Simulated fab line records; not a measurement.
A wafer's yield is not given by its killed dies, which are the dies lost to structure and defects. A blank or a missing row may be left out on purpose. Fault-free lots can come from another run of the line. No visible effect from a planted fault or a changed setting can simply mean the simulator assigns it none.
Which tool was responsible? | flow n5Finfet | Sampling: 23 lots, 69 wafers, 6 of 1938 route steps

WHAT THE GAUGES READ, wafer by wafer
N5_GATE_CUT_OVL_MEAS_14.
lot  | measured     | on         | GATE_CUT_OVL (nm)
L074 | day 4 13:16  | overlay-01 | -0.1 0.5 -0.1
L075 | day 4 22:52  | overlay-01 | -0.7 -0.4 -0.1
L076 | day 5 02:08  | overlay-01 | -0.3 1.2 1.1
L077 | day 5 08:34  | overlay-02 | 0.6 0.9 0.7
L078 | day 5 12:38  | overlay-02 | 1.0 0.9 0.6
L079 | day 5 22:11  | overlay-02 | 0.1 0.1 0.0
L080 | day 5 23:21  | overlay-01 | 1.1 -0.2 0.7
L081 | day 6 08:23  | overlay-01 | 0.7 -0.7 0.5
L082 | day 6 09:57  | overlay-01 | -0.2 1.1 -0.2
L083 | day 6 15:13  | overlay-01 | -0.1 -0.2 0.1
L084 | day 6 22:43  | overlay-01 | -0.5 -1.0 -0.2
L085 | day 7 04:08  | overlay-02 | 0.0 -0.3 0.0
L087 | day 7 15:21  | overlay-02 | 1.2 1.1 1.0
L088 | day 8 01:09  | overlay-02 | 1.1 -0.1 1.0
L089 | day 8 03:47  | overlay-02 | 1.4 -0.8 -0.6
L090 | day 8 11:25  | overlay-01 | -0.8 0.2 -1.6
L091 | day 8 16:45  | overlay-02 | 0.9 1.0 -0.2
L092 | day 8 23:02  | overlay-01 | -0.8 -0.9 -0.3
L093 | day 9 04:40  | overlay-02 | -0.2 0.4 -0.8
L094 | day 9 13:42  | overlay-02 | 0.5 0.6 0.4
L095 | day 9 19:16  | overlay-02 | -0.2 -1.0 -1.5
L096 | day 9 23:26  | overlay-01 | 0.7 -0.2 0.7
L097 | day 10 06:08 | overlay-02 | 0.8 -0.2 0.1

WHICH TOOL RAN EACH LOT (tool, then ch and the chambers of the sampled wafers, then the start)
lot  | N5_HKMG_FIN_ETCH_31              | N5_HKMG_FIN_STRIP_92             | N5_HKMG_FIN_ETCHBACK_68          | N5_HKMG_FIN_W_FILL_22        | N5_HKMG_FIN_CMP_23
L074 | rieDiel-05 ch 0,1, day 4 04:36   | rieDiel-05 ch 0,1, day 4 05:01   | rieMetal-02 ch 0,1, day 4 07:18  | cvdW-01 ch 0,1, day 4 08:15  | cmp-03 ch 0,2,3, day 4 08:21
L075 | rieDiel-02 ch 0,1,3, day 4 14:28 | rieDiel-02 ch 0,1,3, day 4 14:53 | rieMetal-01 ch 1, day 4 17:06    | cvdW-02 ch 1, day 4 18:16    | cmp-03 ch 2,3, day 4 18:24
L076 | rieDiel-01 ch 1,3, day 4 17:04   | rieDiel-01 ch 1,3, day 4 17:29   | rieMetal-01 ch 0,1, day 4 19:56  | cvdW-02 ch 1, day 4 20:58    | cmp-02 ch 1,2,3, day 4 21:06
L077 | rieDiel-01 ch 0,3, day 5 00:29   | rieDiel-01 ch 0,3, day 5 00:53   | rieMetal-02 ch 0,1, day 5 03:04  | cvdW-02 ch 0,1, day 5 04:01  | cmp-02 ch 0,3, day 5 04:07
L078 | rieDiel-01 ch 1,2,3, day 5 04:34 | rieDiel-01 ch 1,2,3, day 5 04:59 | rieMetal-02 ch 0,1, day 5 07:10  | cvdW-02 ch 0,1, day 5 08:07  | cmp-04 ch 1,2, day 5 08:18
L079 | rieDiel-01 ch 0,3, day 5 13:56   | rieDiel-01 ch 0,3, day 5 14:21   | rieMetal-03 ch 0,1, day 5 16:47  | cvdW-02 ch 0,1, day 5 17:42  | cmp-03 ch 0,1,2, day 5 18:04
L080 | rieDiel-01 ch 1,2,3, day 5 15:03 | rieDiel-01 ch 1,2,3, day 5 15:28 | rieMetal-01 ch 0,1, day 5 17:47  | cvdW-01 ch 0,1, day 5 18:43  | cmp-02 ch 1,2,3, day 5 19:00
L081 | rieDiel-01 ch 1,2,3, day 6 00:17 | rieDiel-01 ch 1,2,3, day 6 00:43 | rieMetal-03 ch 0,1, day 6 02:57  | cvdW-02 ch 0,1, day 6 03:52  | cmp-02 ch 0,3, day 6 03:58
L082 | rieDiel-05 ch 1,2,3, day 6 01:37 | rieDiel-05 ch 1,2,3, day 6 02:02 | rieMetal-02 ch 0,1, day 6 04:18  | cvdW-02 ch 0,1, day 6 05:15  | cmp-04 ch 0,2,3, day 6 05:22
L083 | rieDiel-02 ch 1,2,3, day 6 06:43 | rieDiel-02 ch 1,2,3, day 6 07:08 | rieMetal-01 ch 0,1, day 6 09:20  | cvdW-01 ch 0,1, day 6 10:23  | cmp-03 ch 0,3, day 6 10:29
L084 | rieDiel-02 ch 1,3, day 6 14:23   | rieDiel-02 ch 1,3, day 6 14:48   | rieMetal-03 ch 0,1, day 6 16:58  | cvdW-02 ch 0,1, day 6 17:54  | cmp-02 ch 0,1,2, day 6 18:01
L085 | rieDiel-05 ch 0,2, day 6 19:50   | rieDiel-05 ch 0,2, day 6 20:15   | rieMetal-02 ch 0,1, day 6 22:25  | cvdW-01 ch 0,1, day 6 23:21  | cmp-02 ch 0,2, day 6 23:28
L087 | rieDiel-05 ch 0,1,2, day 7 06:56 | rieDiel-05 ch 0,1,2, day 7 07:22 | rieMetal-02 ch 0,1, day 7 09:39  | cvdW-02 ch 0,1, day 7 10:37  | cmp-03 ch 0,1,2, day 7 10:49
L088 | rieDiel-01 ch 1,2,3, day 7 16:54 | rieDiel-01 ch 1,2,3, day 7 17:19 | rieMetal-01 ch 0,1, day 7 19:38  | cvdW-02 ch 0,1, day 7 20:35  | cmp-04 ch 0,2,3, day 7 20:41
L089 | rieDiel-05 ch 0,1,3, day 7 19:42 | rieDiel-05 ch 0,1,3, day 7 20:07 | rieMetal-01 ch 1, day 7 22:17    | cvdW-01 ch 0,1, day 7 23:14  | cmp-02 ch 0,2,3, day 7 23:21
L090 | rieDiel-02 ch 1,2, day 8 03:25   | rieDiel-02 ch 1,2, day 8 03:50   | rieMetal-03 ch 1, day 8 06:01    | cvdW-01 ch 0,1, day 8 06:59  | cmp-02 ch 0,1,2, day 8 07:15
L091 | rieDiel-05 ch 0,1,2, day 8 08:22 | rieDiel-05 ch 0,1,2, day 8 08:47 | rieMetal-01 ch 0,1, day 8 10:59  | cvdW-02 ch 0,1, day 8 11:55  | cmp-03 ch 0,1,3, day 8 12:02
L092 | rieDiel-05 ch 0,3, day 8 13:28   | rieDiel-05 ch 0,3, day 8 13:53   | rieMetal-03 ch 0,1, day 8 16:14  | cvdW-01 ch 0,1, day 8 17:09  | cmp-02 ch 0,3, day 8 17:15
L093 | rieDiel-02 ch 1,2,3, day 8 19:17 | rieDiel-02 ch 1,2,3, day 8 19:41 | rieMetal-01 ch 0,1, day 8 22:01  | cvdW-02 ch 0,1, day 8 22:58  | cmp-04 ch 0,1,3, day 8 23:04
L094 | rieDiel-01 ch 0,1,3, day 9 05:38 | rieDiel-01 ch 0,1,3, day 9 06:02 | rieMetal-03 ch 0,1, day 9 08:13  | cvdW-01 ch 0,1, day 9 09:08  | cmp-04 ch 0,1,3, day 9 09:23
L095 | rieDiel-02 ch 0,1,3, day 9 10:58 | rieDiel-02 ch 0,1,3, day 9 11:23 | rieMetal-03 ch 0,1, day 9 13:38  | cvdW-01 ch 1, day 9 14:35    | cmp-02 ch 1,2, day 9 14:47
L096 | rieDiel-01 ch 0,2,3, day 9 14:39 | rieDiel-01 ch 0,2,3, day 9 15:04 | rieMetal-01 ch 0,1, day 9 17:14  | cvdW-02 ch 0,1, day 9 18:11  | cmp-04 ch 0,1,2, day 9 18:59
L097 | rieDiel-05 ch 0,1, day 9 21:57   | rieDiel-05 ch 0,1, day 9 22:22   | rieMetal-02 ch 0,1, day 10 00:34 | cvdW-01 ch 0,1, day 10 01:29 | cmp-04 ch 1,2,3, day 10 01:35
- N5_HKMG_FIN_ETCH_31: etches SiARC in CF4, target depth 45.5 nm, time 75.8 s.
- N5_HKMG_FIN_STRIP_92: strips SOC in N2/H2, time 20 s.
- N5_HKMG_FIN_ETCHBACK_68: etches the open film in Cl2/Ar, stops on HfO2, target depth 0.5 nm.
- N5_HKMG_FIN_W_FILL_22: material W, target thk 60 nm, time 18.2 s.
- N5_HKMG_FIN_CMP_23: polishes, stops on SiNx, t overpolish 10 s, target thk 46.326 nm.

AS READ BY THE TOOLS THEMSELVES (means over the sampled wafers that have a number; for cases with no such wafer, the mark the record gives instead)
N5_HKMG_FIN_ETCH_31.
lot  | tool       | drypumpMotorCurrentA (A) | etchRfOnTimeS (s) | oesProductAu (a.u.) | rfVppV (V) | showerheadPlenumPTorr (Torr) | throttleValvePct (%)
L074 | rieDiel-05 | 6.6                      | 76.1              | 0.69                | 183.9      | 2.19                         | 15.50
L075 | rieDiel-02 | 5.7                      | 77.0              | 0.63                | 183.8      | 2.11                         | 15.65
L076 | rieDiel-01 | 5.6                      | 75.5              | 0.72                | 185.4      | 2.17                         | 15.77
L077 | rieDiel-01 | 5.3                      | 77.2              | 0.63                | 183.9      | 2.14                         | 15.82
L078 | rieDiel-01 | 6.1                      | 76.5              | 0.70                | 184.6      | 2.17                         | 15.70
L079 | rieDiel-01 | 5.3                      | 76.3              | 0.61                | 184.3      | 2.12                         | 15.85
L080 | rieDiel-01 | 6.1                      | 75.9              | 0.71                | 184.1      | 2.17                         | 15.72
L081 | rieDiel-01 | 6.1                      | 75.6              | 0.70                | 184.2      | 2.17                         | 15.73
L082 | rieDiel-05 | 6.1                      | 75.2              | 0.66                | 184.0      | 2.09                         | 15.80
L083 | rieDiel-02 | 5.4                      | 76.3              | 0.62                | 184.4      | 2.13                         | 15.72
L084 | rieDiel-02 | 5.6                      | 77.0              | 0.63                | 183.6      | 2.16                         | 15.67
L085 | rieDiel-05 | 6.3                      | 77.0              | 0.72                | 185.4      | 2.23                         | 15.55
L087 | rieDiel-05 | 6.3                      | 75.6              | 0.69                | 184.4      | 2.16                         | 15.65
L088 | rieDiel-01 | 6.1                      | 75.6              | 0.68                | 184.7      | 2.16                         | 15.76
L089 | rieDiel-05 | 6.4                      | 74.7              | 0.71                | 184.4      | 2.19                         | 15.58
L090 | rieDiel-02 | 5.2                      | 75.6              | 0.73                | 183.1      | 2.09                         | 15.45
L091 | rieDiel-05 | 6.3                      | 76.0              | 0.68                | 184.9      | 2.16                         | 15.67
L092 | rieDiel-05 | 6.3                      | 75.4              | 0.73                | 185.3      | 2.26                         | 15.51
L093 | rieDiel-02 | 5.4                      | 76.6              | 0.67                | 184.4      | 2.12                         | 15.60
L094 | rieDiel-01 | 5.6                      | 75.8              | 0.72                | 183.5      | 2.14                         | 15.69
L095 | rieDiel-02 | 5.7                      | 76.3              | 0.70                | 183.8      | 2.17                         | 15.56
L096 | rieDiel-01 | 5.8                      | 75.7              | 0.69                | 183.2      | 2.13                         | 15.67
L097 | rieDiel-05 | 6.6                      | 76.7              | 0.64                | 184.0      | 2.17                         | 15.61

N5_HKMG_FIN_STRIP_92.
lot  | tool       | biasPowerW (W) | drypumpMotorCurrentA (A) | n2FlowSccm (sccm) | oesProductAu (a.u.) | rfVppV (V) | showerheadPlenumPTorr (Torr) | throttleValvePct (%)
L074 | rieDiel-05 | 8.010          | 6.7                      | 299.5             | 0.81                | 54.9       | 3.44                         | 18.95
L075 | rieDiel-02 | 8.011          | 5.7                      | 299.9             | 0.74                | 53.9       | 3.31                         | 18.90
L076 | rieDiel-01 | 8.022          | 5.6                      | 299.4             | 0.84                | 54.1       | 3.41                         | 19.36
L077 | rieDiel-01 | 8.001          | 5.4                      | 299.7             | 0.74                | 54.3       | 3.37                         | 19.31
L078 | rieDiel-01 | 7.997          | 6.1                      | 299.9             | 0.83                | 54.8       | 3.39                         | 19.16
L079 | rieDiel-01 | 8.012          | 5.3                      | 300.4             | 0.71                | 53.9       | 3.34                         | 19.21
L080 | rieDiel-01 | 8.004          | 6.1                      | 299.6             | 0.83                | 54.8       | 3.39                         | 19.16
L081 | rieDiel-01 | 7.994          | 6.1                      | 299.7             | 0.82                | 54.9       | 3.39                         | 19.17
L082 | rieDiel-05 | 8.002          | 6.2                      | 299.8             | 0.78                | 53.4       | 3.27                         | 19.36
L083 | rieDiel-02 | 8.026          | 5.4                      | 299.1             | 0.73                | 54.4       | 3.34                         | 19.06
L084 | rieDiel-02 | 7.978          | 5.6                      | 301.3             | 0.74                | 55.0       | 3.40                         | 18.98
L085 | rieDiel-05 | 7.999          | 6.2                      | 299.8             | 0.85                | 54.4       | 3.50                         | 19.05
L087 | rieDiel-05 | 7.991          | 6.4                      | 300.0             | 0.81                | 54.3       | 3.39                         | 19.16
L088 | rieDiel-01 | 8.004          | 6.1                      | 300.8             | 0.79                | 55.0       | 3.38                         | 19.19
L089 | rieDiel-05 | 8.010          | 6.5                      | 300.0             | 0.83                | 54.7       | 3.43                         | 19.09
L090 | rieDiel-02 | 8.019          | 5.2                      | 299.5             | 0.87                | 53.5       | 3.27                         | 18.90
L091 | rieDiel-05 | 8.003          | 6.4                      | 298.5             | 0.80                | 54.9       | 3.38                         | 19.18
L092 | rieDiel-05 | 7.989          | 6.4                      | 299.6             | 0.86                | 54.0       | 3.54                         | 19.00
L093 | rieDiel-02 | 8.037          | 5.4                      | 299.8             | 0.78                | 54.4       | 3.33                         | 18.97
L094 | rieDiel-01 | 7.982          | 5.5                      | 301.0             | 0.84                | 54.0       | 3.36                         | 19.16
L095 | rieDiel-02 | 8.002          | 5.7                      | 299.5             | 0.81                | 53.6       | 3.42                         | 18.84
L096 | rieDiel-01 | 7.985          | 5.8                      | 300.3             | 0.80                | 54.3       | 3.34                         | 19.01
L097 | rieDiel-05 | 7.976          | 6.7                      | 298.9             | 0.75                | 54.2       | 3.41                         | 19.03

N5_HKMG_FIN_ETCHBACK_68.
lot  | tool        | drypumpMotorCurrentA (A) | oesProductAu (a.u.) | throttleValvePct (%)
L074 | rieMetal-02 | 5.5                      | 0.77                | 20.80
L075 | rieMetal-01 | 6.4                      | 0.83                | 20.63
L076 | rieMetal-01 | 5.9                      | 0.92                | 20.70
L077 | rieMetal-02 | 5.5                      | 0.77                | 20.80
L078 | rieMetal-02 | 5.5                      | 0.77                | 20.81
L079 | rieMetal-03 | 5.6                      | 0.78                | 20.77
L080 | rieMetal-01 | 5.9                      | 0.89                | 20.71
L081 | rieMetal-03 | 5.3                      | 0.78                | 20.72
L082 | rieMetal-02 | 5.5                      | 0.76                | 20.81
L083 | rieMetal-01 | 5.9                      | 0.88                | 20.70
L084 | rieMetal-03 | 5.3                      | 0.77                | 20.71
L085 | rieMetal-02 | 5.6                      | 0.67                | 20.77
L087 | rieMetal-02 | 5.6                      | 0.68                | 20.76
L088 | rieMetal-01 | 6.1                      | 0.80                | 20.72
L089 | rieMetal-01 | 6.4                      | 0.80                | 20.65
L090 | rieMetal-03 | 5.0                      | 0.78                | 20.66
L091 | rieMetal-01 | 6.1                      | 0.82                | 20.69
L092 | rieMetal-03 | 5.3                      | 0.76                | 20.72
L093 | rieMetal-01 | 5.9                      | 0.84                | 20.73
L094 | rieMetal-03 | 5.3                      | 0.76                | 20.73
L095 | rieMetal-03 | 5.6                      | 0.73                | 20.83
L096 | rieMetal-01 | 5.9                      | 0.83                | 20.72
L097 | rieMetal-02 | 5.6                      | 0.89                | 20.54

N5_HKMG_FIN_W_FILL_22.
lot  | tool    | heaterPowerW (W) | throttleValvePct (%)
L074 | cvdW-01 | 809              | 19.77
L075 | cvdW-02 | 904              | 19.56
L076 | cvdW-02 | 900              | 19.61
L077 | cvdW-02 | 863              | 19.64
L078 | cvdW-02 | 853              | 19.74
L079 | cvdW-02 | 875              | 19.63
L080 | cvdW-01 | 767              | 19.72
L081 | cvdW-02 | 879              | 19.68
L082 | cvdW-02 | 861              | 19.66
L083 | cvdW-01 | 777              | 19.78
L084 | cvdW-02 | 859              | 19.87
L085 | cvdW-01 | 809              | 19.81
L087 | cvdW-02 | 866              | 19.79
L088 | cvdW-02 | 883              | 19.75
L089 | cvdW-01 | 764              | 19.89
L090 | cvdW-01 | 813              | 20.08
L091 | cvdW-02 | 876              | 19.74
L092 | cvdW-01 | 801              | 20.24
L093 | cvdW-02 | 857              | 19.83
L094 | cvdW-01 | 786              | 19.92
L095 | cvdW-01 | 858              | 20.09
L096 | cvdW-02 | 864              | 19.91
L097 | cvdW-01 | 809              | 19.97

N5_HKMG_FIN_CMP_23.
lot  | tool   | headPressurePsi (psi) | motorCurrentA (A) | overpolishRunS (s) | timeToEndpointS (s)
L074 | cmp-03 | 4.010                 | 11.4              | 9.995              | 11.1
L075 | cmp-03 | 4.003                 | 11.1              | 10.005             | 13.8
L076 | cmp-02 | 3.999                 | 10.8              | 10.017             | 13.1
L077 | cmp-02 | 4.003                 | 11.3              | 9.998              | 13.8
L078 | cmp-04 | 4.003                 | 14.0              | 9.998              | 10.4
L079 | cmp-03 | 3.999                 | 11.8              | 10.003             | 14.5
L080 | cmp-02 | 3.985                 | 11.1              | 9.998              | 11.3
L081 | cmp-02 | 4.000                 | 10.6              | 9.995              | 13.1
L082 | cmp-04 | 4.004                 | 12.1              | 9.993              | 13.6
L083 | cmp-03 | 4.001                 | 11.5              | 10.012             | 13.7
L084 | cmp-02 | 3.999                 | 11.7              | 10.011             | 13.7
L085 | cmp-02 | 3.991                 | 12.5              | 10.002             | 13.4
L087 | cmp-03 | 3.995                 | 11.6              | 10.001             | 14.2
L088 | cmp-04 | 3.995                 | 12.2              | 9.998              | 12.4
L089 | cmp-02 | 4.002                 | 11.8              | 9.998              | 11.6
L090 | cmp-02 | 4.002                 | 11.5              | 9.996              | 10.7
L091 | cmp-03 | 3.996                 | 11.9              | 10.003             | 12.0
L092 | cmp-02 | 4.010                 | 11.1              | 10.001             | 11.6
L093 | cmp-04 | 3.994                 | 10.5              | 10.002             | 12.1
L094 | cmp-04 | 4.002                 | 10.8              | 9.995              | 10.4
L095 | cmp-02 | 4.000                 | 11.4              | 10.005             | 9.8
L096 | cmp-04 | 3.998                 | 12.2              | 9.991              | 11.8
L097 | cmp-04 | 4.008                 | 12.1              | 10.002             | 9.6

THE ANSWER, worked out from the rows above alone
Rule: the usual values come from the lots themselves. Put in order of their means at a reading, lots are off if they are a third of the lots or fewer, leave a main group of 4 or more, and stand apart from it by a gap of 3 or more times the standard deviation of the main group's means; of several such gaps the widest counts. A main group whose means are all the same, to the digits that the tables above print for the reading, isn't used. Also off: a lot with no number at a reading for which 4 or more lots have one. All remaining lots with rows at the step are treated as sound. After the gauges, taken in route order, come the tools' own readings; for these a lot's mean is taken, as printed above. The first step at which some lot is off is used, and at that step the reading that is off furthest; a lot without a number counts as furthest.
No lot is off at any reading shown: from this, nothing can be told.

WHAT THE SIMULATOR HAD INSERTED
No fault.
